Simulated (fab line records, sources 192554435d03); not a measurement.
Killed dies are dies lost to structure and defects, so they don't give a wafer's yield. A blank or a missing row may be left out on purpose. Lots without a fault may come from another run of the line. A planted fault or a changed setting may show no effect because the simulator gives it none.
Chamber matching | flow n5_finfet | N5_BEOL_M2_ETCH_63 on rie_diel-02: 4 sister chambers
The step etches SiARC in CF4, target depth 15.6 nm, time 26 s. 24 wafers are shown with their chamber, then 12 later ones without.

WAFERS WITH THEIR CHAMBER
wafer  | chamber | showerhead_plenum_p_Torr (Torr) | drypump_motor_current_A (A) | oes_product_au (a.u.)
L075.1 | 1       | 2.25                            | 6.6                         | 0.71
L075.3 | 0       | 2.13                            | 6.4                         | 0.64
L075.6 | 1       | 2.26                            | 6.5                         | 0.70
L080.1 | 2       | 2.21                            | 5.9                         | 0.63
L080.3 | 0       | 2.13                            | 6.4                         | 0.64
L080.5 | 2       | 2.21                            | 5.9                         | 0.63
L082.1 | 2       | 2.21                            | 5.9                         | 0.62
L082.5 | 0       | 2.13                            | 6.3                         | 0.64
L082.6 | 3       | 2.11                            | 5.8                         | 0.57
L083.4 | 3       | 2.11                            | 5.8                         | 0.57
L083.5 | 3       | 2.10                            | 5.8                         | 0.57
L083.6 | 0       | 2.13                            | 6.4                         | 0.63
L084.2 | 0       | 2.13                            | 6.4                         | 0.63
L084.4 | 2       | 2.21                            | 5.9                         | 0.62
L084.5 | 3       | 2.10                            | 5.7                         | 0.57
L085.2 | 0       | 2.13                            | 6.4                         | 0.64
L085.4 | 2       | 2.20                            | 5.9                         | 0.61
L085.6 | 3       | 2.10                            | 5.8                         | 0.57
L090.3 | 1       | 2.25                            | 6.6                         | 0.69
L090.4 | 0       | 2.12                            | 6.3                         | 0.63
L090.5 | 2       | 2.20                            | 5.9                         | 0.61
L089.1 | 2       | 2.20                            | 5.9                         | 0.61
L089.2 | 0       | 2.12                            | 6.3                         | 0.62
L089.3 | 1       | 2.25                            | 6.6                         | 0.69

SIGNATURES (means of the wafers above)
reading                  | chamber 0 | chamber 1 | chamber 2 | chamber 3 | scatter within a chamber
showerhead_plenum_p_Torr | 2.1275    | 2.2525    | 2.2057    | 2.1040    | 0.00508
drypump_motor_current_A  | 6.362     | 6.575     | 5.900     | 5.780     | 0.0414
oes_product_au           | 0.6338    | 0.6975    | 0.6186    | 0.5700    | 0.00758
Rule: a wafer's distance from a chamber is the root of the sum, over the readings, of the square of ((its reading less the chamber's mean) divided by the reading's scatter). The wafer belongs to the nearest chamber; if the next one is less than 2 further off, it can't be placed. The scatter: the root of (the sum of the squares of (reading less its chamber's mean) over the shown wafers, divided by (wafers less chambers)).

WAFERS WITHOUT THEIR CHAMBER
wafer  | showerhead_plenum_p_Torr (Torr) | drypump_motor_current_A (A) | oes_product_au (a.u.)
L089.4 | 2.25                            | 6.5                         | 0.69
L089.5 | 2.12                            | 6.4                         | 0.63
L089.6 | 2.20                            | 5.9                         | 0.61
L094.1 | 2.20                            | 5.9                         | 0.60
L094.3 | 2.10                            | 5.7                         | 0.81
L094.4 | 2.12                            | 6.4                         | 0.62
L095.2 | 2.20                            | 5.9                         | 0.61
L095.3 | 2.12                            | 6.3                         | 0.61
L095.4 | 2.24                            | 6.5                         | 0.67
L097.2 | 2.24                            | 6.5                         | 0.68
L097.3 | 2.20                            | 5.9                         | 0.61
L097.4 | 2.10                            | 5.8                         | 0.79

WHICH CHAMBER EACH WENT THROUGH
wafer  | from the rows above | in truth
L089.4 | 1                   | 1
L089.5 | 0                   | 0
L089.6 | 2                   | 2
L094.1 | 2                   | 2
L094.3 | 0                   | 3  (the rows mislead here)
L094.4 | 0                   | 0
L095.2 | 2                   | 2
L095.3 | 0                   | 0
L095.4 | 1                   | 1
L097.2 | 1                   | 1
L097.3 | 2                   | 2
L097.4 | 0                   | 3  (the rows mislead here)
Placed correctly: 10 of 12. Can't be placed from these rows: 0. Placed wrongly: 2.
